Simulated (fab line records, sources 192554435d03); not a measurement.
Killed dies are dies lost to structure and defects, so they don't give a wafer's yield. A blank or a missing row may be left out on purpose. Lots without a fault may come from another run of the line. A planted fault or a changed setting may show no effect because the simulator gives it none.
Which tool did it? | flow n5_finfet | 9 lots, 27 wafers sampled, at 5 steps of a route of 1938

WHAT THE GAUGES READ, wafer by wafer
N5_BEOL_M4_RC_MEAS_101.
lot  | measured     | on        | DIBL_N (mV/V)  | DIBL_P (mV/V)  | IOFF_N (nA/um) | IOFF_P (nA/um) | ION_N (uA/um) | ION_P (uA/um) | SS_N (mV/dec)  | SS_P (mV/dec)  | VT_N (mV)   | VT_P (mV)
L319 | day 8 13:38  | prober-02 | 36.3 37.3 37.1 | 35.6 37.0 36.1 | 0.16 0.18 0.16 | 0.23 0.25 0.22 | 683 680 680   | 474 465 472   | 71.8 71.7 71.6 | 73.3 73.5 73.8 | 247 247 248 | -250 -246 -250
L320 | day 9 05:44  | prober-01 | 38.3 35.9 36.2 | 35.2 32.5 33.4 | 0.17 0.13 0.13 | 0.21 0.18 0.19 | 679 662 671   | 465 458 460   | 71.6 71.3 71.5 | 73.2 71.8 72.3 | 248 248 251 | -249 -251 -250
L322 | day 10 01:50 | prober-02 | 36.2 35.3 37.4 | 36.8 34.3 39.0 | 0.15 0.12 0.18 | 0.20 0.17 0.23 | 654 665 671   | 455 461 458   | 72.1 71.8 71.7 | 73.0 72.3 74.2 | 252 255 248 | -251 -253 -250
L324 | day 10 04:14 | prober-01 | 37.7 35.6 35.2 | 38.2 36.0 35.4 | 0.22 0.17 0.16 | 0.30 0.24 0.24 | 675 685 667   | 464 471 466   | 71.6 71.0 70.4 | 74.1 73.0 73.9 | 245 245 250 | -245 -248 -245
L333 | day 12 09:08 | prober-02 | 34.6 35.1 36.8 | 34.6 35.6 38.2 | 0.12 0.13 0.15 | 0.18 0.19 0.23 | 661 667 679   | 458 461 470   | 71.6 71.1 72.1 | 72.5 72.6 73.9 | 254 254 251 | -253 -250 -250
L336 | day 13 17:14 | prober-02 | 40.5 37.7 38.4 | 38.1 34.3 34.9 | 0.21 0.15 0.16 | 0.27 0.20 0.21 | 666 660 654   | 462 462 457   | 71.8 71.4 71.8 | 73.7 72.6 72.9 | 246 250 251 | -247 -250 -249
L337 | day 13 06:59 | prober-02 | 33.0 38.4 35.4 | 30.8 38.8 34.2 | 0.11 0.20 0.13 | 0.15 0.27 0.19 | 649 676 670   | 449 463 463   | 71.1 71.9 71.2 | 72.6 74.0 72.6 | 257 248 251 | -254 -244 -249
L338 | day 14 11:01 | prober-02 | 33.9 35.4 34.7 | 34.4 37.0 36.1 | 0.12 0.14 0.13 | 0.17 0.20 0.19 | 661 679 669   | 464 466 466   | 70.6 70.3 70.5 | 71.7 72.9 72.2 | 254 253 254 | -253 -249 -252
L339 | day 15 03:51 | prober-02 | 38.7 36.5 34.7 | 39.5 37.2 35.7 | 0.20 0.16 0.13 | 0.25 0.22 0.20 | 694 679 661   | 469 470 465   | 72.4 72.2 71.4 | 73.6 73.4 72.2 | 244 250 252 | -246 -247 -252

WHICH TOOL RAN EACH LOT (tool, then ch and the chambers of the sampled wafers, then the start)
lot  | N5_DUMMY_GATE_ETCH_31             | N5_DUMMY_GATE_ETCH_42             | N5_DUMMY_GATE_STRIP_48            | N5_SPACER0_ALD_00
L319 | rie_diel-05 ch 0,1, day 3 16:35   | rie_diel-05 ch 0,1,2, day 3 17:04 | rie_diel-05 ch 0,1,2, day 3 17:07 | ald_sin-02 ch 0,1, day 3 17:46
L320 | rie_diel-03 ch 2,3, day 3 22:22   | rie_diel-03 ch 0,1,2, day 3 22:52 | rie_diel-03 ch 0,1,2, day 3 22:55 | ald_sin-02 ch 0,1,2, day 3 23:17
L322 | rie_diel-05 ch 0,2, day 4 13:46   | rie_diel-05 ch 0,2,3, day 4 14:16 | rie_diel-05 ch 0,2,3, day 4 14:19 | ald_sin-02 ch 1,2,3, day 4 15:27
L324 | rie_diel-05 ch 1,2, day 4 23:36   | rie_diel-03 ch 1,2,3, day 5 00:05 | rie_diel-03 ch 1,2,3, day 5 00:08 | ald_sin-02 ch 0,2,3, day 5 00:34
L333 | rie_diel-04 ch 1,3, day 7 08:20   | rie_diel-05 ch 1,3, day 7 08:50   | rie_diel-05 ch 1,3, day 7 08:53   | ald_sin-02 ch 1,2,3, day 7 09:16
L336 | rie_diel-03 ch 0,1,3, day 8 01:37 | rie_diel-03 ch 0,1,2, day 8 02:06 | rie_diel-03 ch 0,1,2, day 8 02:09 | ald_sin-02 ch 0,2,3, day 8 02:48
L337 | rie_diel-05 ch 1,2,3, day 8 08:09 | rie_diel-04 ch 1,2,3, day 8 08:47 | rie_diel-04 ch 1,2,3, day 8 08:50 | ald_sin-03 ch 0,2,3, day 8 09:13
L338 | rie_diel-05 ch 0,3, day 8 12:14   | rie_diel-05 ch 0,1,2, day 8 12:50 | rie_diel-05 ch 0,1,2, day 8 12:53 | ald_sin-03 ch 0,1,2, day 8 14:26
L339 | rie_diel-03 ch 0,1,2, day 8 17:02 | rie_diel-05 ch 0,1, day 8 17:32   | rie_diel-05 ch 0,1, day 8 17:35   | ald_sin-03 ch 2,3, day 8 20:00
- N5_DUMMY_GATE_ETCH_31: etches SiO2 in C4F6/O2, target depth 82.5 nm, time 27.5 s.
- N5_DUMMY_GATE_ETCH_42: etches SiO2 in CHF3/O2, target depth 3.5 nm, time 31 s.
- N5_DUMMY_GATE_STRIP_48: strips in N2/H2, time 20 s.
- N5_SPACER0_ALD_00: deposits SiOCN, target thk 3.5 nm, pulse time 3 s, purge time 2 s.

WHAT THE TOOLS THEMSELVES READ (means of the sampled wafers that have a number; where no wafer has one, the mark that the record gives instead)
N5_DUMMY_GATE_ETCH_31.
lot  | tool        | chamber_pressure_mTorr (mTorr) | drypump_motor_current_A (A) | oes_product_au (a.u.) | rf_vpp_V (V) | showerhead_plenum_p_Torr (Torr) | throttle_valve_pct (%)
L319 | rie_diel-05 | 30.004                         | 5.7                         | 0.75                  | 668          | 2.91                            | 21.17
L320 | rie_diel-03 | 29.987                         | 5.3                         | 0.72                  | 677          | 2.95                            | 21.21
L322 | rie_diel-05 | 30.017                         | 5.5                         | 0.75                  | 657          | 2.88                            | 21.09
L324 | rie_diel-05 | 30.009                         | 5.4                         | 0.74                  | 651          | 2.84                            | 21.07
L333 | rie_diel-04 | 29.995                         | 5.4                         | 0.75                  | 647          | 2.85                            | 21.41
L336 | rie_diel-03 | 29.994                         | 5.4                         | 0.80                  | 677          | 2.86                            | 21.30
L337 | rie_diel-05 | 29.968                         | 5.6                         | 0.72                  | 660          | 2.82                            | 21.14
L338 | rie_diel-05 | 29.980                         | 5.8                         | 0.74                  | 677          | 2.86                            | 21.20
L339 | rie_diel-03 | 29.997                         | 5.2                         | 0.76                  | 671          | 2.85                            | 21.15

N5_DUMMY_GATE_ETCH_42.
lot  | tool        | chamber_pressure_mTorr (mTorr) | drypump_motor_current_A (A) | oes_product_au (a.u.) | rf_vpp_V (V) | showerhead_plenum_p_Torr (Torr) | throttle_valve_pct (%)
L319 | rie_diel-05 | 29.982                         | 5.5                         | 0.75                  | 42.3         | 2.43                            | 18.74
L320 | rie_diel-03 | 30.014                         | 5.2                         | 0.79                  | 42.8         | 2.42                            | 18.71
L322 | rie_diel-05 | 30.016                         | 5.6                         | 0.76                  | 42.2         | 2.43                            | 18.76
L324 | rie_diel-03 | 29.992                         | 5.3                         | 0.75                  | 41.8         | 2.47                            | 18.85
L333 | rie_diel-05 | 29.990                         | 5.7                         | 0.72                  | 41.6         | 2.38                            | 18.81
L336 | rie_diel-03 | 30.001                         | 5.2                         | 0.96                  | 41.5         | 2.41                            | 18.77
L337 | rie_diel-04 | 30.009                         | 5.7                         | 0.72                  | 41.9         | 2.37                            | 18.98
L338 | rie_diel-05 | 29.993                         | 5.6                         | 0.72                  | 41.4         | 2.42                            | 18.81
L339 | rie_diel-05 | 29.990                         | 5.7                         | 0.72                  | 41.8         | 2.45                            | 18.88

N5_DUMMY_GATE_STRIP_48.
lot  | tool        | chamber_pressure_mTorr (mTorr) | drypump_motor_current_A (A) | n2_flow_sccm (sccm) | oes_product_au (a.u.) | rf_vpp_V (V) | showerhead_plenum_p_Torr (Torr) | temp_c (C) | throttle_valve_pct (%)
L319 | rie_diel-05 | 99.98                          | 5.6                         | 299.9               | 0.75                  | 45.3         | 3.42                            | 39.83      | 12.22
L320 | rie_diel-03 | 100.02                         | 5.2                         | 300.4               | 0.81                  | 44.6         | 3.38                            | 40.08      | 12.10
L322 | rie_diel-05 | 99.95                          | 5.6                         | 299.2               | 0.77                  | 45.5         | 3.42                            | 40.06      | 12.26
L324 | rie_diel-03 | 100.00                         | 5.3                         | 301.3               | 0.76                  | 45.2         | 3.45                            | 40.01      | 12.25
L333 | rie_diel-05 | 99.94                          | 5.7                         | 300.0               | 0.73                  | 45.5         | 3.38                            | 39.95      | 12.42
L336 | rie_diel-03 | 99.89                          | 5.2                         | 300.4               | 0.77                  | 45.1         | 3.36                            | 39.96      | 12.17
L337 | rie_diel-04 | 100.01                         | 5.7                         | 301.1               | 0.72                  | 44.4         | 3.30                            | 40.01      | 12.40
L338 | rie_diel-05 | 100.00                         | 5.6                         | 299.0               | 0.72                  | 45.6         | 3.40                            | 40.03      | 12.31
L339 | rie_diel-05 | 99.99                          | 5.7                         | 299.3               | 0.72                  | 44.8         | 3.44                            | 40.02      | 12.36

N5_SPACER0_ALD_00.
lot  | tool       | heater_power_w (W) | precursor_pulse_height_rel
L319 | ald_sin-02 | 859                | 0.995
L320 | ald_sin-02 | 834                | 0.989
L322 | ald_sin-02 | 800                | 0.989
L324 | ald_sin-02 | 847                | 1.009
L333 | ald_sin-02 | 813                | 0.988
L336 | ald_sin-02 | 833                | 0.985
L337 | ald_sin-03 | 828                | 1.016
L338 | ald_sin-03 | 838                | 1.008
L339 | ald_sin-03 | 813                | 1.006

THE ANSWER, worked out from the rows above alone
Rule: what is usual is taken from the lots themselves. Put in order of their means at a reading, lots are off if they are a third of the lots or fewer, leave a main group of 4 or more, and stand apart from it by a gap of 3 or more times the standard deviation of the main group's means; of several such gaps the widest counts. A main group whose means are all the same, to the digits that the tables above print for the reading, isn't used. A lot without any number at a reading at which 4 lots or more have one is off too. The other lots that the step has rows for count as sound. The gauges are gone through in route order, then the tools' own readings, and for those a lot's mean is taken as printed above. The first step at which some lot is off is used, and at that step the reading that is off furthest; a lot without a number counts as furthest.
Off: L336, at N5_DUMMY_GATE_ETCH_42 (oes_product_au). The main group: mean 0.74 a.u., standard deviation 0.024.
A tool fits if, at that step or a process step before it, it ran every lot that is off, and no sound lot after the first of them. One fits: rie_diel-03 at N5_DUMMY_GATE_ETCH_42. Its last sound lot is L324 (day 5 00:05), its first lot that is off L336 (day 8 02:06): a fault that began between those two fits.
The tool's own readings at N5_DUMMY_GATE_ETCH_42 bear it out: on the lots that are off they differ by more than 5 times the standard deviation of the sound lots' means. oes_product_au reads 0.96 a.u. there against 0.74 a.u. on the sound lots.

WHAT THE SIMULATOR HAD PUT IN
Process parameter drift: rie_diel-03, from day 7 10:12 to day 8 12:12, at N5_DUMMY_GATE_ETCH_42. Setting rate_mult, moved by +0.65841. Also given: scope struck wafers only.
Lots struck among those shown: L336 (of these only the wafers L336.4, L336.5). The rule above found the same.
